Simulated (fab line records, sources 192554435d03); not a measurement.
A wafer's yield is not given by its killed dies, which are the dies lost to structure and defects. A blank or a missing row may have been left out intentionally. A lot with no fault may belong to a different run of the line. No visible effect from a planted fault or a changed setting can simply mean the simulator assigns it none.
Commonality check across tools    flow n5Finfet    9 lots and 27 wafers in the sample

## THE REASON FOR OPENING IT
At N5_BEOL_M14_OVL_MEAS_29 the reading M14_OVL is flagged on 2 of 9 lots. Wafers without a fault read -1 nm, standard deviation 5.7.
Rule: a lot is flagged when every wafer of it that has a number lies more than 4 standard deviations from that mean, or none has a number. As for the other lots, they are considered sound.

lot   measured      on          M14_OVL (nm), wafer by wafer  flag
L497  day 10 14:39  overlay-01  -1 -2 -5                      
L498  day 11 07:59  overlay-01  2 -1 8                        
L502  day 11 15:34  overlay-02  -6 -1 -1                      
L500  day 11 15:47  overlay-01  -2 -3 -2                      
L504  day 12 11:43  overlay-02  -2 -4 -7                      
L512  day 15 05:23  overlay-01  30 39 34                      FLAGGED
L514  day 15 05:52  overlay-01  34 35 27                      FLAGGED
L515  day 15 14:34  overlay-01  2 12 2                        
L520  day 16 18:05  overlay-01  -4 -8 -3                      
Average over the flagged lots: 33 nm; offset from the usual +34 nm, equal to +6 standard deviations.

## WHICH TOOL RAN EACH LOT
2 process steps preceding the reading are held in the record, out of 1938 steps in the route. Read each cell as the tool, then ch plus the chambers that the sampled wafers visited, then the start.
lot   flag     N5_BEOL_M14_ETCH_59                N5_BEOL_M14_EXPOSE_25
L497           rieDiel-06 ch 0,2, day 10 13:44    krfScanner-01 ch 0, day 10 14:28
L498           rieDiel-03 ch 1,2, day 11 07:14    krfScanner-02 ch 0, day 11 07:47
L502           rieDiel-03 ch 0,2,3, day 11 14:41  krfScanner-01 ch 0, day 11 15:22
L500           rieDiel-01 ch 2,3, day 11 14:55    krfScanner-02 ch 0, day 11 15:36
L504           rieDiel-01 ch 1,3, day 12 08:53    krfScanner-02 ch 0, day 12 11:32
L512  FLAGGED  rieDiel-01 ch 1,3, day 15 04:29    krfScanner-02 ch 0, day 15 05:11
L514  FLAGGED  rieDiel-01 ch 0,2,3, day 15 05:06  krfScanner-02 ch 0, day 15 05:40
L515           rieDiel-03 ch 0,1, day 15 13:49    krfScanner-01 ch 0, day 15 14:22
L520           rieDiel-01 ch 1,2,3, day 16 17:13  krfScanner-01 ch 0, day 16 17:53
What is done by these steps:
- N5_BEOL_M14_ETCH_59: etches BARC in N2/H2, target depth 89 nm, overetch 26.7 nm, time 67.9 s.
- N5_BEOL_M14_EXPOSE_25: exposes mask M14, target cd 280 nm.
- N5_BEOL_M14_OVL_MEAS_29

## FLAGGED AGAINST TOTAL, ONE TOOL AT A TIME (gauges that did the reading follow at the end)
step                     tool           lots run  flagged  share of the flagged lots  sound lots run after its first flagged lot
N5_BEOL_M14_ETCH_59      rieDiel-01     5         2        all                        1 (L520)
N5_BEOL_M14_ETCH_59      rieDiel-03     3         0        none                       -
N5_BEOL_M14_ETCH_59      rieDiel-06     1         0        none                       -
N5_BEOL_M14_EXPOSE_25    krfScanner-01  4         0        none                       -
N5_BEOL_M14_EXPOSE_25    krfScanner-02  5         2        all                        0
N5_BEOL_M14_OVL_MEAS_29  overlay-01     7         2        all                        2 (L515,L520)
N5_BEOL_M14_OVL_MEAS_29  overlay-02     2         0        none                       -

## THE TABLE: WHAT IT ALLOWS
Rows of the table that ran every flagged lot, 3 in all: rieDiel-01 at N5_BEOL_M14_ETCH_59, krfScanner-02 at N5_BEOL_M14_EXPOSE_25, overlay-01 at N5_BEOL_M14_OVL_MEAS_29.
- rieDiel-01 at N5_BEOL_M14_ETCH_59 ran 5 lots, 2 of them flagged. Sound lots followed the first flagged one (L520) on it, something a lasting fault affecting the whole tool could not allow.
- krfScanner-02 at N5_BEOL_M14_EXPOSE_25 ran 5 lots, 2 of them flagged. Its last sound lot is L504 (day 12 11:32), its first flagged lot L512 (day 15 05:11): a fault that began between those two fits.
- overlay-01 at N5_BEOL_M14_OVL_MEAS_29 ran 7 lots, 2 of them flagged. Sound lots followed the first flagged one (L515, L520) on it, something a lasting fault affecting the whole tool could not allow.
krfScanner-02 at N5_BEOL_M14_EXPOSE_25 is the single tool remaining.

## WHAT HAD BEEN PUT IN BY THE SIMULATOR
Scanner matching overlay: krfScanner-02, from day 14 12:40 on, at N5_BEOL_M14_EXPOSE_25. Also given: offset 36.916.
Lots struck among those shown: L512, L514. The same result came from the rule above.
